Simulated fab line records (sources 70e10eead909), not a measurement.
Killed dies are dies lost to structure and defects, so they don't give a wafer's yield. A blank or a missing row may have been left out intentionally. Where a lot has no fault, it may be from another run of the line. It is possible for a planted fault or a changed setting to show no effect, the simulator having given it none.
A struck lot beside a sound one || flow nand-harc || 15 steps out of a route of 1159
Sound: the wafers L911.1, L911.5, L911.6. Struck: wafer L918.3. (L918.1, L918.4 of the same lot were not struck and are left out.) The cause comes at the end.
At each step with rows: each side's tool, then ch and its chambers, then its first start. Under that, the readings that differ: sound wafers || struck wafers || difference of the means || sigmas: that difference in standard deviations of wafers without a fault.
alike: readings with means less than 2 such deviations apart, plus words and numbers identical on both sides. not compared: withheld readings, readings lacking a value on some wafer, bounds such as >300 that could conceal the same value, and numbers that have no deviation in the record and whose values overlap.
The two part at a step that has a row with sigmas, a row that says differs or no value, or rows on one side only. Non-overlapping numbers with no deviation appear without sigmas and do not part them. A reading that every wafer of one side lacks parts them only if that side has two wafers or more.

NHARC_A_M0_OVL_MEAS_10: pitch 160 nm.
  sound on overlay-02, day 17 11:34; struck on overlay-02, day 19 21:13
{"reading": "overlay-x-nm (nm)", "sound": "0.0 -0.8 -1.3", "struck": 1.4, "difference": "+2.1", "sigmas": "+2"}
  alike: overlay-y-nm
NHARC_A_M0_INSPECT_11:
  sound on defect-inspect-01, day 17 11:36; struck on defect-inspect-02, day 19 21:15
  alike: raw-defect-count
NHARC_A_M0_DESCUM_14: chemistry O2, time 3 s.
  sound on rie-diel-06 ch 0,1,3, day 17 11:41; struck on rie-diel-04 ch 0, day 19 21:19
{"reading": "rf-vpp-V (V)", "sound": "56.1 55.1 56.9", "struck": 58.2, "difference": "+2.2", "sigmas": "+2"}
  alike: drypump-motor-current-A, oes-product-au, showerhead-plenum-p-Torr, throttle-valve-pct
  not compared: rf-hours-counter-h
NHARC_A_M0_ETCH_34: etches the open film in N2/H2, target depth 40 nm, overetch 12 nm, time 43.94 s.
  sound on rie-diel-06 ch 1,2, day 17 11:45; struck on rie-diel-04 ch 2, day 19 21:25
  alike: drypump-motor-current-A, h2-flow-sccm, oes-product-au, rf-fwd-power-W, rf-vpp-V, showerhead-plenum-p-Torr, throttle-valve-pct
  not compared: rf-hours-counter-h
NHARC_A_M0_ETCH_15: etches the open film in C4F8/Ar, target depth 150 nm, overetch 15 nm, time 82.5 s.
  sound: rie-diel-06 ch 0,1; struck: rie-diel-04 ch 1
  alike: oes-product-au, rf-fwd-power-W, rf-vpp-V
  not compared: rf-hours-counter-h
NHARC_A_M0_CD_MEAS_16:
  sound on cd-sem-02, day 17 11:58; struck on cd-sem-02, day 19 21:39
  alike: cd-nm
then, 2 steps without rows for these wafers: NHARC_A_M0_STRIP_18 (strips in N2/H2); NHARC_A_M0_STRIP_19 (strips in post etch residue remover, time 600 s).
NHARC_A_M0_DEGAS_28: time 60 s.
  sound on pvd-sputter-01, day 17 12:36; struck on pvd-sputter-01, day 19 22:20
  alike: heater-power-w
NHARC_A_M0_PRE_CLEAN_29: time 30 s.
  sound on pvd-sputter-01; struck on pvd-sputter-01
{"reading": "heater-power-w (W)", "sound": "599 601 431", "struck": 405, "difference": -139, "sigmas": -2}
then, 2 steps without rows for these wafers: NHARC_A_M0_PVD_20 (deposits TaN, target thk 5 nm, time 8.06 s); NHARC_A_M0_PVD_21 (deposits Cu, target thk 30 nm, time 20.49 s).
NHARC_A_M0_ECD_22: material Cu, target thk 400 nm.
  sound on ecd-cu-02 ch 0,1, day 17 12:59; struck on ecd-cu-02 ch 0,1, day 19 22:44
then, 1 step without rows for these wafers: NHARC_A_M0_ANNEAL_30 (time 90 s).
NHARC_A_M0_CMP_23: polishes, t overpolish 20 s, target thk 113.75 nm.
  sound on cmp-01 ch 0,1, day 17 13:41; struck on cmp-04 ch 0, day 19 23:27
{"reading": "time-to-endpoint-s (s)", "sound": "32.4 27.1 32.3", "struck": 11.1, "difference": -19.5, "sigmas": -7}
  alike: motor-current-A

== WHERE THEY PART ==
Earliest at NHARC_A_M0_OVL_MEAS_10; latest, in this record, at NHARC_A_M0_CMP_23.

WHY: whatever the simulator had introduced
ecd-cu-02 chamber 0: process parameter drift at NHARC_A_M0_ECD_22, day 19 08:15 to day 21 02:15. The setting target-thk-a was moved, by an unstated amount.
